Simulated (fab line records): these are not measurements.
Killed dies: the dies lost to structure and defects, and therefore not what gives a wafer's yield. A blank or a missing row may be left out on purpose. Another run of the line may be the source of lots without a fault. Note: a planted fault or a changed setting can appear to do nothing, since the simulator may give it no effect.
A struck lot beside a sound one -- flow nand_harc -- 14 out of 1159 route steps
Sound: these wafers, L994.2, L994.4, L994.6. Struck: wafer L992.2; the same lot's L992.3 was not struck, so it is left out; see the end for the cause.
Per side, at each step with rows, come the tool, then ch with its chambers, and then its first start. Under that, the readings that differ: sound wafers -- struck wafers -- difference of the means -- sigmas: that difference in standard deviations of wafers without a fault.
alike: same words and numbers on both sides, and readings whose means sit less than 2 such deviations apart. not compared: any withheld reading, any reading some wafer has no value for, any bound like >300 that may hide the same value, and any number with overlapping values for which the record gives no deviation.
A row with sigmas, a row that says differs or no value, or rows on one side alone: a step with any of these is where the two part. Non-overlapping numbers with no deviation appear without sigmas and do not part them. A reading missing from all wafers of one side parts the sides only when that side holds two or more wafers.

first, 4 steps without rows for these wafers: NHARC_A_WL_FILL_STRIP_28 (strips in post etch residue remover, time 1200 s); NHARC_A_WL_FILL_PRECLEAN_06 (cleans in DIW, time 300 s); NHARC_A_WL_FILL_SRD_07; NHARC_A_WL_FILL_ANNEAL_08 (time 1800 s).
NHARC_A_WL_FILL_ALD_10: deposits SiO2, target thk 50 nm, pulse time 10 s, ald cycles 500.
  sound on ald_hk-02 ch 1,2,3, day 18 09:52; struck on ald_hk-04 ch 2, day 19 01:49
  alike: heater_power_w, precursor_pulse_height_rel
NHARC_A_WL_FILL_ETCHBACK_16: etches the open film in C4F8/O2/Ar, target depth 88 nm, time 17.6 s.
  sound: rie_diel-11 ch 1,2; struck: rie_diel-10 ch 0
  alike: oes_product_au, rf_vpp_V
  not compared: rf_hours_counter_h
NHARC_A_WL_FILL_STRIP_29: strips in O2, time 20 s.
  sound on rie_diel-11 ch 2,3, day 18 14:34; struck on rie_diel-10 ch 2, day 19 05:30
reading,sound,struck,difference,sigmas
oes_product_au (a.u.),1.000 1.011 1.023,0.981,-0.030,-2
  alike: drypump_motor_current_A, rf_vpp_V, showerhead_plenum_p_Torr, throttle_valve_pct
  not compared: rf_hours_counter_h
NHARC_A_WL_FILL_ETCHBACK_17: etches the open film in Cl2/BCl3, target depth 4 nm, time 26.7 s.
  sound on rie_metal-02 ch 0,1, day 18 14:40; struck on rie_metal-01 ch 0, day 19 05:35
reading,sound,struck,difference,sigmas
drypump_motor_current_A (A),5.0 4.9 4.8,6.0,+1.1,+3
  alike: oes_product_au
  not compared: rf_hours_counter_h
then, 3 steps without rows for these wafers: NHARC_A_WL_FILL_PRECLEAN_18 (cleans in dHF, time 30 s); NHARC_A_WL_FILL_SRD_21; NHARC_A_WL_FILL_CVD_23 (deposits poly-Si, target thk 40 nm, time 800 s).
NHARC_A_WL_FILL_ETCHBACK_26: etches the open film in HBr, target depth 52 nm, time 13.3 s.
  sound on rie_si-03 ch 1,2,3, day 18 20:01; struck on rie_si-05 ch 2, day 19 10:40
reading,sound,struck,difference,sigmas
oes_product_au (a.u.),0.995 1.014 0.998,0.901,-0.101,-8
  alike: drypump_motor_current_A, throttle_valve_pct
  not compared: rf_hours_counter_h
then, 1 step without rows for these wafers: NHARC_A_WL_FILL_PRECLEAN_30 (cleans in dHF, time 10 s).
-- the record jumps here: 4 days lie between the struck wafers' starts before and after (it left off in module A_WL_FILL and takes up again in module END, whose first step shown is number 1159 of the route) --
NHARC_END_SORT_01:
  sound on prober-02 ch 0, day 22 09:12; struck on prober-02 ch 0, day 23 10:10
reading,sound,struck,difference,sigmas
killed_at_array,33 28 29,49,+19,+2
killed_dies,35 30 32,52,+20,+2
killed_short,2 1 0,5,+4,+3
  alike: killed_at_other, killed_at_periphery, killed_open

## WHERE THEY PART
Earliest at NHARC_A_WL_FILL_STRIP_29; latest, in this record, at NHARC_END_SORT_01.

WHY: whatever the simulator had introduced
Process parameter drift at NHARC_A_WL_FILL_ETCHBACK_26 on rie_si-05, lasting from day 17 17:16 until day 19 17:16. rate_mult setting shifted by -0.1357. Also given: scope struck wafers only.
